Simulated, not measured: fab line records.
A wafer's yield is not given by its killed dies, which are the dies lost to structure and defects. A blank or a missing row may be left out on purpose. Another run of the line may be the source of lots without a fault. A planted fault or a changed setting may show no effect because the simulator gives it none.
Split-lot study || flow n5Finfet || 21 wafers read from 7 lots, route of 1938 steps

## ABOUT THE SPLIT
At N5_WELL_APT_EXPOSE_05 (exposes mask NWELL, defocus 0 nm, target cd 200 nm), the setting doseMj was moved away from the recipe's 20.3 on 6 of the 21 wafers read, by -6.7% to +2.7%. The other wafers ran this setting at the recipe's value.

## FROM THE SPLIT TO THE READING: what the file shows between them, 3 steps
- N5_WELL_APT_PEB_06: peb time 90 s
- N5_WELL_APT_DEVELOP_07: develop time 45 s
- N5_WELL_APT_HARDBAKE_12: time 120 s

## THE READING
cdNm (nm) at N5_WELL_APT_CD_MEAS_08, where the cd target is 200 nm. Fault-free wafers of this fab line usually give 200.2 nm, standard deviation 1.4 nm.

{"wafer": "L074.2", "tool, chamber at the split": "krfScanner-01, 0", "doseMj as run": 19.16, "against the recipe": "-5.6%", "cdNm, nm": 190.9, "against lot-mates on the recipe": -8.9}
{"wafer": "L074.4", "tool, chamber at the split": "krfScanner-01, 0", "doseMj as run": 19.16, "against the recipe": "-5.6%", "cdNm, nm": 190.0, "against lot-mates on the recipe": -9.8}
{"wafer": "L074.5", "tool, chamber at the split": "krfScanner-01, 0", "doseMj as run": 20.3, "against the recipe": "recipe", "cdNm, nm": 199.8, "against lot-mates on the recipe": "-"}
{"wafer": "L076.1", "tool, chamber at the split": "krfScanner-01, 0", "doseMj as run": 20.3, "against the recipe": "recipe", "cdNm, nm": 201.3, "against lot-mates on the recipe": "-"}
{"wafer": "L076.2", "tool, chamber at the split": "krfScanner-01, 0", "doseMj as run": 20.3, "against the recipe": "recipe", "cdNm, nm": 200.7, "against lot-mates on the recipe": "-"}
{"wafer": "L076.6", "tool, chamber at the split": "krfScanner-01, 0", "doseMj as run": 20.3, "against the recipe": "recipe", "cdNm, nm": 200.9, "against lot-mates on the recipe": "-"}
{"wafer": "L077.2", "tool, chamber at the split": "krfScanner-01, 0", "doseMj as run": 20.68, "against the recipe": "+1.9%", "cdNm, nm": 201.7, "against lot-mates on the recipe": "+1.0"}
{"wafer": "L077.4", "tool, chamber at the split": "krfScanner-01, 0", "doseMj as run": 20.3, "against the recipe": "recipe", "cdNm, nm": 201.2, "against lot-mates on the recipe": "-"}
{"wafer": "L077.6", "tool, chamber at the split": "krfScanner-01, 0", "doseMj as run": 20.3, "against the recipe": "recipe", "cdNm, nm": 200.2, "against lot-mates on the recipe": "-"}
{"wafer": "L082.2", "tool, chamber at the split": "krfScanner-02, 0", "doseMj as run": 20.84, "against the recipe": "+2.7%", "cdNm, nm": 204.2, "against lot-mates on the recipe": "+5.6"}
{"wafer": "L082.3", "tool, chamber at the split": "krfScanner-02, 0", "doseMj as run": 20.3, "against the recipe": "recipe", "cdNm, nm": 198.5, "against lot-mates on the recipe": "-"}
{"wafer": "L082.4", "tool, chamber at the split": "krfScanner-02, 0", "doseMj as run": 20.3, "against the recipe": "recipe", "cdNm, nm": 198.7, "against lot-mates on the recipe": "-"}
{"wafer": "L083.1", "tool, chamber at the split": "krfScanner-02, 0", "doseMj as run": 20.3, "against the recipe": "recipe", "cdNm, nm": 201.9, "against lot-mates on the recipe": "-"}
{"wafer": "L083.3", "tool, chamber at the split": "krfScanner-02, 0", "doseMj as run": 20.3, "against the recipe": "recipe", "cdNm, nm": 199.2, "against lot-mates on the recipe": "-"}
{"wafer": "L083.4", "tool, chamber at the split": "krfScanner-02, 0", "doseMj as run": 20.3, "against the recipe": "recipe", "cdNm, nm": 200.8, "against lot-mates on the recipe": "-"}
{"wafer": "L090.1", "tool, chamber at the split": "krfScanner-02, 0", "doseMj as run": 20.3, "against the recipe": "recipe", "cdNm, nm": 199.3, "against lot-mates on the recipe": "-"}
{"wafer": "L090.2", "tool, chamber at the split": "krfScanner-02, 0", "doseMj as run": 18.95, "against the recipe": "-6.7%", "cdNm, nm": 188.6, "against lot-mates on the recipe": -10.7}
{"wafer": "L090.6", "tool, chamber at the split": "krfScanner-02, 0", "doseMj as run": 18.95, "against the recipe": "-6.7%", "cdNm, nm": 188.5, "against lot-mates on the recipe": -10.8}
{"wafer": "L095.1", "tool, chamber at the split": "krfScanner-01, 0", "doseMj as run": 20.3, "against the recipe": "recipe", "cdNm, nm": 197.7, "against lot-mates on the recipe": "-"}
{"wafer": "L095.4", "tool, chamber at the split": "krfScanner-01, 0", "doseMj as run": 20.3, "against the recipe": "recipe", "cdNm, nm": 200.4, "against lot-mates on the recipe": "-"}
{"wafer": "L095.6", "tool, chamber at the split": "krfScanner-01, 0", "doseMj as run": 20.3, "against the recipe": "recipe", "cdNm, nm": 198.6, "against lot-mates on the recipe": "-"}

THE FIT
A straight line over all 21 wafers: cdNm changes by +1.67 nm for each +1% of doseMj; r = +0.97; the points scatter about the line by 1.1 nm.
The same after taking each lot's own level away (the mean of its wafers on the recipe; 21 wafers): +1.63 nm for each +1%; r = +0.98; scatter 0.87 nm.
According to that fit, moving doseMj by its largest amount changes the reading by 11 nm.
Measured against the standard deviation above, the lots' own levels, which go from 198.60 to 200.97 nm, span 1.7 times it.
The two slopes agree, so the slope changes little with the lot-to-lot level.
Check: for one of the wafers moved furthest among these (-6.7%), held out of the fit, the line's prediction against its lot-mates is -10.9 nm. Against them it came out at -10.7 nm.

## OTHER SPLITS APPLIED TO THESE WAFERS
Other splits were also applied to these wafers ahead of the reading. Each is held against what the fit with the lots' levels taken away leaves over:
{"other split on the same wafers": "N5_WELL_APT_COAT_02 spinRpm", "wafers away from the commonest value": 3, "r with cdNm (lot level and that fit taken away)": -0.02}

## THE WHOLE CHAIN: every reading that the file lists as answering this split, in the file's order
{"step": "N5_WELL_APT_CD_MEAS_08", "what it does": "target cd 200 nm", "reading": "cdNm", "change (the file's fit)": "+1.63 nm for each +1% of the setting", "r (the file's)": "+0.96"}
{"step": "N5_WELL_APT_DESCUM_13", "what it does": "chemistry O2, time 7.9 s", "reading": "WELL_APT.cdNm (the simulator's own value, which no gauge read)", "change (the file's fit)": "+1.64 nm for each +1% of the setting", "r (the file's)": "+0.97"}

## FILE'S OWN FIT
cdNm changes by +1.63 nm for each +1% of doseMj, r = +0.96.
